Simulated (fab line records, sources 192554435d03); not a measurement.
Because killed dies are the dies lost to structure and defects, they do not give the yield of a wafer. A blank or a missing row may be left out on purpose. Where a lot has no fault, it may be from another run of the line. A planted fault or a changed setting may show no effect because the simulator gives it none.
Matching of chambers / flow n5-finfet / N5_FIN_SAQP_ETCH_34 on rie-diel-02 has 4 sister chambers
The step etches SiO2 in C4F6/O2, target depth 45 nm, time 15 s. 4 wafers are shown with their chamber, then 10 later ones without.

## WAFERS, EACH WITH ITS CHAMBER
wafer=L083.6; chamber=3; drypump-motor-current-A (A)=5.8
wafer=L087.4; chamber=0; drypump-motor-current-A (A)=5.7
wafer=L090.2; chamber=1; drypump-motor-current-A (A)=6.0
wafer=L090.4; chamber=2; drypump-motor-current-A (A)=5.3

## WAFERS WHOSE CHAMBER IS MISSING
wafer=L090.5; drypump-motor-current-A (A)=5.8
wafer=L093.1; drypump-motor-current-A (A)=6.0
wafer=L093.2; drypump-motor-current-A (A)=5.8
wafer=L093.6; drypump-motor-current-A (A)=6.0
wafer=L095.1; drypump-motor-current-A (A)=5.8
wafer=L095.3; drypump-motor-current-A (A)=6.0
wafer=L095.4; drypump-motor-current-A (A)=5.8
wafer=L096.3; drypump-motor-current-A (A)=5.4
wafer=L096.4; drypump-motor-current-A (A)=5.8
wafer=L096.6; drypump-motor-current-A (A)=5.8

## WHICH CHAMBER EACH WENT THROUGH
wafer=L090.5; from the rows above=3; in truth=3
wafer=L093.1; from the rows above=1; in truth=1
wafer=L093.2; from the rows above=3; in truth=3
wafer=L093.6; from the rows above=1; in truth=1
wafer=L095.1; from the rows above=3; in truth=3
wafer=L095.3; from the rows above=1; in truth=1
wafer=L095.4; from the rows above=3; in truth=3
wafer=L096.3; from the rows above=2; in truth=2
wafer=L096.4; from the rows above=3; in truth=3
wafer=L096.6; from the rows above=3; in truth=3
Correct placement for 10 of the 10. Left unplaced by these rows: 0. 0 placed wrongly.
How it was worked out, from the rows above alone: a wafer's distance from a chamber is the root of the sum, over the readings, of the square of ((its reading less the chamber's mean) divided by the reading's scatter). The wafer belongs to the nearest chamber; if the next one is less than 2 further off, it can't be placed. Each chamber's mean is taken over the wafers shown for it. The scatter: with one shown wafer a chamber, the root of the mean of the squares of how far each hidden wafer lies from its nearest shown one.
